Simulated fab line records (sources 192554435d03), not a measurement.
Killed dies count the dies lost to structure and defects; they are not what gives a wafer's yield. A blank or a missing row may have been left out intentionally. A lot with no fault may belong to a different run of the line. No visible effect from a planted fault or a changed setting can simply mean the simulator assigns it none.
fab line records ; flow n5_finfet
record: lots: 4; wafers: 10; last_day: 19
route steps=1938 shown BEOL_M0@731 BEOL_M1@751 BEOL_M4@1111 PASSIVATION@1936
lots untouched by any fault: they come from a run of this same line in which no faults occurred
start_h: the number of hours between the record's first day and the start of the first shown wafer of the lot ; wait_h: hours since the lot's step before ; " repeats the value in the row above ; L1.1+2: one row covering several wafers at once ; - no value present, or no start provided ; * or withheld: withheld ; < > ~ a bound
route shown NAME@n: names a module that has steps shown in the file, with the first one's number in the route ; usual: mean and standard deviation over wafers with no fault ; same: alike in all rows ; chamber/n: place in a boat ; sites: readings site by site ; _std_site: standard deviation of those values ; _edge_site: mean of outer sites minus mean of inner sites ; radius_mm: how far each site lies from the wafer's centre ; mask NAME#n: copy n ; behind: tool/chamber where the wafer was last shaped ; hold: the reason the lot was held/the length of the hold in hours/how it ended ; device: whichever transistor did not switch (one of n, p or np) ; end of line: the route-end tests of the same wafers ; a step without rows: its recipe alone ; killed: dies lost to structure and defects at the first sort, not the wafer's yield ; map: dies across one wafer; x = killed, . = not, _ = none there
set.NAME: the setting as run; set.NAME@STEP: as run at that earlier step ; model.NAME: the simulator's own value behind a step, which no gauge read
lots seen at some steps along the route; tables by step, rows by wafer
services: from which hour (start_h, from the record's first day; less than 0 if before it) a tool's chamber was out of use, for how many hours, and why
== steps ==
step: N5_BEOL_M0_ALD_136
recipe: material: TaN; target_thk_a: *; temp_c: 275; ald_precursor_family: PDMAT; ald_co_reactant: NH3; pressure_torr: 3; carrier_flow_sccm: 1500; pulse_time_s: 2; purge_time_s: 3; co_reactant_purge_time_s: 2; co_reactant_pulse_time_s: 3; ald_cycles: 30; precursor_vessel_temp_c: 75; precursor_vessel_pressure_torr: 26.25; precursor_vessel_carrier_sccm: 1000
step: N5_BEOL_M0_SURFACE_TREAT_137
recipe: gas: Ar; time_s: *; ion_energy_ev: *; ion_current_ma_cm2: 0.5; pressure_mtorr: *; ar_flow_sccm: 30
step: N5_BEOL_M0_CVD_115
recipe: material: Co; target_thk_a: *; temp_c: withheld; precursor: CCTBA/H2; pressure_torr: 30; time_s: 120
step: N5_BEOL_M0_SPUTTER_116
recipe: material: Cu; target_thk_a: 40; temp_c: -20; chamber_pressure_pa: 0.07; power_w: withheld; time_s: 7.37
step: N5_BEOL_M0_ANNEAL_117
recipe: temp_c: 400; time_s: 60; ambient: vacuum
step: N5_BEOL_M0_SPUTTER_132
recipe: material: Cu; target_thk_a: 40; temp_c: -20; chamber_pressure_pa: 0.07; power_w: withheld; time_s: 7.37
step: N5_BEOL_M0_ANNEAL_133
recipe: temp_c: 400; time_s: 60; ambient: vacuum
step: N5_BEOL_M0_SPUTTER_134
recipe: material: Cu; target_thk_a: 40; temp_c: -20; chamber_pressure_pa: 0.07; power_w: withheld; time_s: 7.37
step: N5_BEOL_M0_ANNEAL_135
recipe: temp_c: 400; time_s: 60; ambient: vacuum
step: N5_BEOL_M0_SPUTTER_141
recipe: material: Cu; target_thk_a: 40; temp_c: -20; chamber_pressure_pa: 0.07; power_w: withheld; time_s: 7.37
step: N5_BEOL_M0_ECD_118
recipe: material: Cu; target_thk_a: 3000
step: N5_BEOL_M0_ANNEAL_119
recipe: temp_c: 225; time_s: 90; ambient: N2
step: N5_BEOL_M0_CMP_120
recipe: stop_on: SiOC; t_overpolish_s: 6.9; down_force_psi: 1; platen_rpm: 50; clearing_platen_down_force_psi: 1.5; clearing_platen_rpm: 50; post_cmp_clean: cu_alkaline; clearing_platen_pad_velocity_m_s: 0.99484; pad_velocity_m_s: 0.99484
usual: barrier_field_endpoint_s: 3.64/0.15; clearing_platen_rpm: 50.001/0.028; motor_current_A: 6.3/0.69; overpolish_run_s: 6.900/0.0092; time_to_endpoint_s: 63/3.5
lot.wafer;tool;chamber;start_h;wait_h;barrier_field_endpoint_s;clearing_platen_rpm;motor_current_A;overpolish_run_s;time_to_endpoint_s;model.SiOC_of_BEOL_M0_SAQP_ILD_DEP_01.thk_nm
L414.2;cmp-01;0;160.25;0.3;3.68;50.006;5.6;6.887;65;39.8
L414.5;cmp-01;1;160.25;0.3;3.75;50.030;7.5;6.893;64;40
L414.6;cmp-01;2;160.25;0.3;3.69;50.050;6.7;6.899;61;40.8
L418.3;cmp-02;3;181.42;0.2;3.71;50.013;6.2;6.894;67;38.4
L418.1;cmp-02;1;181.42;0.2;3.74;49.983;5.7;6.871;65;39.8
L418.5;cmp-02;3;181.42;0.2;3.95;49.991;6.5;6.912;71;40
L428.4;cmp-02;3;242.13;0.1;7.60;49.990;6.1;6.895;80;40.8
L428.3;cmp-02;0;242.13;0.1;7.20;49.972;7.2;6.910;80;39.8
L431.4;cmp-02;1;255.10;0.1;7.33;50.034;6.1;6.900;80;42
L431.2;cmp-02;0;255.10;0.1;3.48;50.030;7.1;6.893;63;39.8
step: N5_BEOL_M0_PRE_CLEAN_131
recipe: gas: NH3/H2; time_s: 15; temp_c: *; rf_power_w: 300
step: N5_BEOL_M0_CO_CAP_123
recipe: material: Co; target_thk_a: 20; temp_c: 200; precursor: CCTBA/H2; pressure_torr: 30; time_s: 102.1
step: N5_BEOL_M0_PRE_CLEAN_124
recipe: gas: NH3; time_s: 15; temp_c: withheld; rf_power_w: 300
step: N5_BEOL_M0_DEP_125
recipe: material: SiCN; target_thk_a: 80; temp_c: withheld; precursor: 3MS/NH3; pressure_torr: 3; rf_w: 202; time_s: 14
step: N5_BEOL_M0_INSPECT_127
recipe: inspect_instrument: darkfield; mode: post_dep
usual: raw_defect_count: 71/26
lot.wafer;tool;chamber;start_h;wait_h;raw_defect_count
L414.2;defect_inspect-01;-;160.80;0.0;79
L414.5;defect_inspect-01;-;160.80;0.0;88
L414.6;defect_inspect-01;-;160.80;0.0;77
L418.1;defect_inspect-01;-;182.00;0.0;97
L418.3;defect_inspect-01;-;182.00;0.0;94
L418.5;defect_inspect-01;-;182.00;0.0;47
L428.3;defect_inspect-02;-;242.71;0.0;3518
L428.4;defect_inspect-02;-;242.71;0.0;3580
L431.2;defect_inspect-01;-;255.68;0.0;74
L431.4;defect_inspect-01;-;255.68;0.0;3569
step: N5_BEOL_M1_ILD_DEP_00
recipe: material: SiOC; target_thk_a: 790; temp_c: 350; precursor: DEMS/O2; pressure_torr: 5; rf_w: 500; time_s: 15.3
step: N5_BEOL_M1_PECVD_72
recipe: material: SiO2; target_thk_a: 160; temp_c: 400; precursor: TEOS/O2; pressure_torr: 5.5; rf_w: 450; teos_flow_sccm: 53.8; gas: O2; flow_sccm: 3000; time_s: 18
step: N5_BEOL_M1_HM_DEP_02
recipe: material: TiN; target_thk_a: 200; temp_c: 25; chamber_pressure_pa: 0.49996
step: N5_BEOL_M1_COAT_61
recipe: resist: SOC; temp_c: 250; time_s: 60; spin_rpm: 1500; resist_thk_nm: 60
step: N5_BEOL_M1_COAT_62
recipe: resist: SiARC; temp_c: 220; time_s: 60; spin_rpm: 1500; resist_thk_nm: 12
step: N5_BEOL_M1_COAT_73
recipe: resist: underlayer; temp_c: 205; time_s: 60; spin_rpm: 1500; resist_thk_nm: 5
step: N5_BEOL_M1_COAT_05
recipe: resist: CAR-EUV; spin_rpm: 1500; resist_thk_nm: 30
step: N5_BEOL_M1_EBR_07
recipe: solvent: PGMEA; ebr_width_mm: 1.5
step: N5_BEOL_M1_SOFTBAKE_06
recipe: temp_c: 110; time_s: 60; resist: CAR-EUV
step: N5_BEOL_M1_EXPOSE_08
recipe: mask_id: M1; na: 0.33; source_shape: dipole; sigma_inner: 0.369; sigma_outer: 0.767; polarization: unpolarized; dose_mj: 33
step: N5_BEOL_M1_PEB_09
recipe: peb_temp_c: 100; peb_time_s: 60; resist: CAR-EUV
step: N5_BEOL_M1_DEVELOP_10
recipe: develop_time_s: 30; developer: TMAH; resist: CAR-EUV; rinse_liquid: surfactant_rinse; dry: air_spin; dev_temp_c: 23
step: N5_BEOL_M1_DESCUM_16
recipe: chemistry: O2; time_s: 7; source_power_w: 50; bias_power_w: 20; pressure_mtorr: 20; rf_frequency_hz: 2.712e+07; temp_c: 40; resist: CAR-EUV; o2_flow_sccm: 225
step: N5_BEOL_M1_ETCH_74
recipe: chemistry: N2/H2; target: underlayer; target_depth_a: 65; mask_material: CAR-EUV; time_s: 5.2; ion_energy_ev: 200; pressure_mtorr: 30; source_w: 840; bias_w: 150; n2_flow_sccm: 200; h2_flow_sccm: 200; ends: cleared
step: N5_BEOL_M1_ETCH_63
recipe: chemistry: CF4; target: SiARC; target_depth_a: 156; mask_material: CAR-EUV; time_s: 26; ion_energy_ev: 80; pressure_mtorr: 40; source_w: 545; bias_w: 36; Ar_flow_sccm: 100; cf4_flow_sccm: 100; ends: cleared
step: N5_BEOL_M1_ETCH_64
recipe: chemistry: N2/H2; target: SOC; target_depth_a: 750; overetch_a: 150; mask_material: SiARC; temp_c: 40; time_s: 112.5; ion_energy_ev: 200; pressure_mtorr: 30; source_w: 840; bias_w: 150; n2_flow_sccm: 200; h2_flow_sccm: 200
step: N5_BEOL_M1_STRIP_65
recipe: chemistry: N2/H2; temp_c: 40; n2_flow_sccm: 200; h2_flow_sccm: 200; rf_frequency_hz: 6e+07
step: N5_BEOL_M1_STRIP_75
recipe: chemistry: N2/H2; temp_c: 40; n2_flow_sccm: 200; h2_flow_sccm: 200; rf_frequency_hz: 6e+07
step: N5_BEOL_M4_RC_MEAS_101
usual: DIBL_N: 36.4/2.2; DIBL_P: 36.3/2.5; IOFF_N: 0.17/0.052; IOFF_P: 0.23/0.049; ION_N: 674/17; ION_P: 464/11; SS_N: 71.7/0.98; SS_P: 73.3/0.84; VT_N: 250/4; VT_P: -249/3.8
lot.wafer;tool;chamber;start_h;wait_h;DIBL_N[mV/V];DIBL_P[mV/V];IOFF_N[nA/um];IOFF_P[nA/um];ION_N[uA/um];ION_P[uA/um];SS_N[mV/dec];SS_P[mV/dec];VT_N[mV];VT_P[mV]
L414.2;prober-02;0;249.13;0.2;34.1;32.3;0.12;0.15;651;444;70.9;72.8;256;-254
L414.5;prober-02;0;249.13;0.2;41.5;39.7;0.30;0.27;687;457;73.7;74.7;246;-248
L414.6;prober-02;0;249.13;0.2;34.6;34.0;0.14;0.17;681;460;70.8;72.4;252;-253
L418.1;prober-02;0;271.98;0.0;37.8;39.6;0.17;0.27;670;464;72.3;74.1;250;-248
L418.3;prober-02;0;271.98;0.0;37.4;38.4;0.17;0.23;690;471;72.0;74.0;249;-252
L418.5;prober-02;0;271.98;0.0;37.0;37.8;0.16;0.23;670;458;72.0;73.0;253;-249
L431.2;prober-01;0;349.62;0.9;37.3;37.8;0.17;0.24;683;472;71.9;73.3;250;-249
step: N5_PASSIVATION_PROBE_49
usual: defect_limited_yield: 91.2/1.4; killed_at_M0_to_M3: 34/9.3; killed_at_M4_up: 14/5.9; killed_at_contacts: 14/5.7; killed_at_front_end: 38/10; killed_at_other: 4/3.2; killed_dies: 104/17; killed_on_rim: 14/4; killed_open: 67/13; killed_short: 33/6.9; sort_bin_4_leakage: 0/3.6; sort_bin_5_function: 5.2/1; sort_bin_6_memory: 3.3/0.61; sort_n_pass: 1069/52; sort_yield_pct: 91/4.4
same: gross_dies: 1180; killed_at_back_side: 0; sort_bin_8_speed[%]: 0
lot.wafer;tool;chamber;start_h;wait_h;defect_limited_yield[%];killed_at_M0_to_M3;killed_at_M4_up;killed_at_contacts;killed_at_front_end;killed_at_other;killed_dies;killed_on_rim;killed_open;killed_short;sort_bin_4_leakage[%];sort_bin_5_function[%];sort_bin_6_memory[%];sort_n_pass;sort_yield_pct[%]
L414.2;prober-02;-;354.84;0.1;90.8;17;24;22;42;3;108;7;73;31;0;4.9;3.8;1072;91
L414.5;prober-02;-;354.99;0.2;91.3;23;19;11;45;5;103;10;72;24;1;4.8;3.6;1071;91
L414.6;prober-02;-;355.04;0.3;92.5;18;17;13;38;2;88;13;57;29;0;3.8;3.5;1092;93
L418.1;prober-01;-;376.23;0.0;89.1;49;31;12;34;3;129;17;92;33;0;7.3;3.5;1051;89
L418.3;prober-01;-;376.33;0.1;90.4;31;32;14;36;0;113;18;83;24;0;5.5;3.9;1067;90
L418.5;prober-01;-;376.43;0.2;91.6;22;15;11;47;4;99;12;66;22;0;5.3;3.1;1081;92
L428.3;prober-01;-;428.77;0.1;0;1124;5;21;25;5;1180;152;67;25;0;5.1;2.5;0;0
L428.4;prober-01;-;428.82;0.2;0;1127;9;15;26;3;1180;152;52;26;0;3.7;2.6;0;0
L431.2;prober-01;-;461.59;0.7;90.0;43;14;13;41;7;118;23;81;37;0;6.3;3.5;1062;90
L431.4;prober-01;-;461.69;0.8;0;1112;12;5;41;10;1180;152;63;35;0;5.6;2.7;0;0
killed by level:class
L414.2 MOL_CONTACT_COAG:geometric_particle:open=19 FIN_SAQP:geometric_particle:short=14 FIN_SAQP:geometric_particle:open=11 BEOL_M5:geometric_particle:open=6 GATE_CUT:geometric_particle:short=5 BEOL_M1:geometric_particle:open=5 DUMMY_GATE:geometric_particle:open=4 BEOL_M7:geometric_particle:open=4
L414.5 MOL_CONTACT_COAG:geometric_particle:open=11 STI_FIN_REVEAL:geometric_particle:open=9 FIN_SAQP:geometric_particle:open=8 BEOL_M1:geometric_particle:open=8 BEOL_M2:geometric_particle:open=7 FIN_SAQP:geometric_particle:short=6 STI_FIN_REVEAL:geometric_particle:short=4 DUMMY_GATE:geometric_particle:open=4
L414.6 STI_FIN_REVEAL:geometric_particle:open=15 MOL_CONTACT_COAG:geometric_particle:open=11 GATE_CUT:geometric_particle:short=5 STI_FIN_REVEAL:geometric_particle:short=4 BEOL_M0_SAQP:geometric_particle:open=4 BEOL_M5:geometric_particle:short=4 FIN_SAQP:geometric_particle:short=3 BEOL_M1:geometric_particle:open=3
L418.1 BEOL_M2:geometric_particle:open=22 BEOL_M4:geometric_particle:open=16 BEOL_M0_SAQP:geometric_particle:open=13 ILD0:geometric_particle:open=8 MOL_CONTACT_COAG:geometric_particle:open=7 BEOL_M0_SAQP:geometric_particle:short=6 BEOL_M2:geometric_particle:short=6 FIN_SAQP:geometric_particle:open=5
L418.3 BEOL_M4:geometric_particle:open=16 BEOL_M2:geometric_particle:open=16 STI_FIN_REVEAL:geometric_particle:open=8 DUMMY_GATE:geometric_particle:open=7 MOL_CONTACT_COAG:geometric_particle:open=7 FIN_SAQP:geometric_particle:open=6 MOL_CONTACT_COAG:geometric_particle:short=5 ILD0:geometric_particle:short=4
L418.5 FIN_SAQP:geometric_particle:open=23 BEOL_M2:geometric_particle:open=11 MOL_CONTACT_COAG:geometric_particle:open=8 FIN_SAQP:geometric_particle:short=7 GATE_CUT:geometric_particle:short=4 BEOL_M3:geometric_particle:open=4 BEOL_M4:geometric_particle:open=4 STI_FIN_REVEAL:geometric_particle:open=3
L428.3 BEOL_M0:area_cmp=1088 MOL_CONTACT_COAG:geometric_particle:open=19 BEOL_M2:geometric_particle:open=9 BEOL_M1:geometric_particle:open=8 BEOL_M3:geometric_particle:open=8 GATE_CUT:geometric_particle:short=7 DUMMY_GATE:geometric_particle:open=4 BEOL_M0_SAQP:geometric_particle:short=3
L428.4 BEOL_M0:area_cmp=1101 MOL_CONTACT_COAG:geometric_particle:open=12 FIN_SAQP:geometric_particle:short=7 BEOL_M0_SAQP:geometric_particle:open=7 BEOL_M4:geometric_particle:open=5 FIN_SAQP:geometric_particle:open=4 GATE_CUT:geometric_particle:short=4 BEOL_M2:geometric_particle:open=4
L431.2 FIN_SAQP:geometric_particle:open=16 BEOL_M3:geometric_particle:open=13 MOL_CONTACT_COAG:geometric_particle:open=9 BEOL_M0_SAQP:geometric_particle:open=9 BEOL_M0_SAQP:geometric_particle:short=8 FIN_SAQP:geometric_particle:short=6 BEOL_M2:geometric_particle:open=5 STI_FIN_REVEAL:geometric_particle:open=4
L431.4 BEOL_M0:area_cmp=1081 FIN_SAQP:geometric_particle:short=12 FIN_SAQP:geometric_particle:open=11 BEOL_M2:geometric_particle:open=8 BEOL_M3:geometric_particle:open=6 BEOL_M0_SAQP:geometric_particle:short=4 MOL_CONTACT_COAG:geometric_particle:open=4 BEOL_M1:geometric_particle:open=4
map L428.3 (x killed, . not)
_________________xxxxxxxxxxxx________________
______________xxxxxxxxxxxxxxxxxx_____________
___________xxxxxxxxxxxxxxxxxxxxxxxx__________
__________xxxxxxxxxxxxxxxxxxxxxxxxxx_________
________xxxxxxxxxxxxxxxxxxxxxxxxxxxxxx_______
_______xxxxxxxxxxxxxxxxxxxxxxxxxxxxxxxx______
______xxxxxxxxxxxxxxxxxxxxxxxxxxxxxxxxxx_____
_____xxxxxxxxxxxxxxxxxxxxxxxxxxxxxxxxxxxx____
____xxxxxxxxxxxxxxxxxxxxxxxxxxxxxxxxxxxxxx___
___xxxxxxxxxxxxxxxxxxxxxxxxxxxxxxxxxxxxxxxx__
___xxxxxxxxxxxxxxxxxxxxxxxxxxxxxxxxxxxxxxxx__
__xxxxxxxxxxxxxxxxxxxxxxxxxxxxxxxxxxxxxxxxxx_
__xxxxxxxxxxxxxxxxxxxxxxxxxxxxxxxxxxxxxxxxxx_
_xxxxxxxxxxxxxxxxxxxxxxxxxxxxxxxxxxxxxxxxxxxx
_xxxxxxxxxxxxxxxxxxxxxxxxxxxxxxxxxxxxxxxxxxxx
_xxxxxxxxxxxxxxxxxxxxxxxxxxxxxxxxxxxxxxxxxxxx
_xxxxxxxxxxxxxxxxxxxxxxxxxxxxxxxxxxxxxxxxxxxx
_xxxxxxxxxxxxxxxxxxxxxxxxxxxxxxxxxxxxxxxxxxxx
_xxxxxxxxxxxxxxxxxxxxxxxxxxxxxxxxxxxxxxxxxxxx
_xxxxxxxxxxxxxxxxxxxxxxxxxxxxxxxxxxxxxxxxxxxx
_xxxxxxxxxxxxxxxxxxxxxxxxxxxxxxxxxxxxxxxxxxxx
__xxxxxxxxxxxxxxxxxxxxxxxxxxxxxxxxxxxxxxxxxx_
__xxxxxxxxxxxxxxxxxxxxxxxxxxxxxxxxxxxxxxxxxx_
___xxxxxxxxxxxxxxxxxxxxxxxxxxxxxxxxxxxxxxxx__
___xxxxxxxxxxxxxxxxxxxxxxxxxxxxxxxxxxxxxxxx__
____xxxxxxxxxxxxxxxxxxxxxxxxxxxxxxxxxxxxxx___
_____xxxxxxxxxxxxxxxxxxxxxxxxxxxxxxxxxxxx____
______xxxxxxxxxxxxxxxxxxxxxxxxxxxxxxxxxx_____
_______xxxxxxxxxxxxxxxxxxxxxxxxxxxxxxxx______
________xxxxxxxxxxxxxxxxxxxxxxxxxxxxxx_______
__________xxxxxxxxxxxxxxxxxxxxxxxxxx_________
___________xxxxxxxxxxxxxxxxxxxxxxxx__________
______________xxxxxxxxxxxxxxxxxx_____________
_________________xxxxxxxxxxxx________________
map L431.4 (x killed, . not)
_________________xxxxxxxxxxxx________________
______________xxxxxxxxxxxxxxxxxx_____________
___________xxxxxxxxxxxxxxxxxxxxxxxx__________
__________xxxxxxxxxxxxxxxxxxxxxxxxxx_________
________xxxxxxxxxxxxxxxxxxxxxxxxxxxxxx_______
_______xxxxxxxxxxxxxxxxxxxxxxxxxxxxxxxx______
______xxxxxxxxxxxxxxxxxxxxxxxxxxxxxxxxxx_____
_____xxxxxxxxxxxxxxxxxxxxxxxxxxxxxxxxxxxx____
____xxxxxxxxxxxxxxxxxxxxxxxxxxxxxxxxxxxxxx___
___xxxxxxxxxxxxxxxxxxxxxxxxxxxxxxxxxxxxxxxx__
___xxxxxxxxxxxxxxxxxxxxxxxxxxxxxxxxxxxxxxxx__
__xxxxxxxxxxxxxxxxxxxxxxxxxxxxxxxxxxxxxxxxxx_
__xxxxxxxxxxxxxxxxxxxxxxxxxxxxxxxxxxxxxxxxxx_
_xxxxxxxxxxxxxxxxxxxxxxxxxxxxxxxxxxxxxxxxxxxx
_xxxxxxxxxxxxxxxxxxxxxxxxxxxxxxxxxxxxxxxxxxxx
_xxxxxxxxxxxxxxxxxxxxxxxxxxxxxxxxxxxxxxxxxxxx
_xxxxxxxxxxxxxxxxxxxxxxxxxxxxxxxxxxxxxxxxxxxx
_xxxxxxxxxxxxxxxxxxxxxxxxxxxxxxxxxxxxxxxxxxxx
_xxxxxxxxxxxxxxxxxxxxxxxxxxxxxxxxxxxxxxxxxxxx
_xxxxxxxxxxxxxxxxxxxxxxxxxxxxxxxxxxxxxxxxxxxx
_xxxxxxxxxxxxxxxxxxxxxxxxxxxxxxxxxxxxxxxxxxxx
__xxxxxxxxxxxxxxxxxxxxxxxxxxxxxxxxxxxxxxxxxx_
__xxxxxxxxxxxxxxxxxxxxxxxxxxxxxxxxxxxxxxxxxx_
___xxxxxxxxxxxxxxxxxxxxxxxxxxxxxxxxxxxxxxxx__
___xxxxxxxxxxxxxxxxxxxxxxxxxxxxxxxxxxxxxxxx__
____xxxxxxxxxxxxxxxxxxxxxxxxxxxxxxxxxxxxxx___
_____xxxxxxxxxxxxxxxxxxxxxxxxxxxxxxxxxxxx____
______xxxxxxxxxxxxxxxxxxxxxxxxxxxxxxxxxx_____
_______xxxxxxxxxxxxxxxxxxxxxxxxxxxxxxxx______
________xxxxxxxxxxxxxxxxxxxxxxxxxxxxxx_______
__________xxxxxxxxxxxxxxxxxxxxxxxxxx_________
___________xxxxxxxxxxxxxxxxxxxxxxxx__________
______________xxxxxxxxxxxxxxxxxx_____________
_________________xxxxxxxxxxxx________________
== services ==
tool;chamber;start_h;hours;kind
cmp-02;-;151.06;3.3;repair
cmp-02;-;198.67;9.0;repair
cmp-02;-;213.11;2.2;repair
cmp-01;-;216.58;4.6;pm
cmp-02;-;224.69;1.6;repair
cmp-01;-;235.07;4.0;pm
cmp-01;-;239.07;-;consumable_replace:conditioner
cmp-01;-;239.07;-;consumable_replace:pad
cmp-01;-;243.20;0.8;repair
== key ==
first_sign: step: N5_BEOL_M0_CMP_120; reading: barrier_field_endpoint_s; direction: up; sigmas: 25; usual: 3.64; struck: 7.38
effect: step: N5_BEOL_M0_CMP_120; reading: time_to_endpoint_s; direction: up; sigmas: 4.8; usual: *; struck: *
effect: step: N5_BEOL_M0_INSPECT_127; reading: raw_defect_count; direction: up; sigmas: 99+; usual: 71; struck: 3556
effect: step: N5_PASSIVATION_PROBE_49; reading: killed_at_M0_to_M3; direction: up; sigmas: 99+; usual: 34; struck: 1121
model_effect: step: N5_BEOL_M0_CMP_120; value: SiOC_of_BEOL_M0_SAQP_ILD_DEP_01.thk_nm; without: 39.4; struck: 40.87
more_kills_born_at: N5_BEOL_M0_CMP_120@cmp-02: 3270
met_at N5_BEOL_M0_CMP_120
struck_wafers L428.3,L428.4,L431.4
later_rows_left_out L428.3,L428.4,L431.4
onset_between 181.42 242.13
fault: kind: process_parameter_drift; tool: cmp-02; chamber: -; onset_h: 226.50; steps: N5_BEOL_M0_CMP_120; channel: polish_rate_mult; offset: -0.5; shape: step; end_h: 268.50; scope: struck_wafers_only
later_rows_left_out: the simulator's readings of these wafers behind a module that went badly wrong aren't trusted and aren't shown, but for the sort
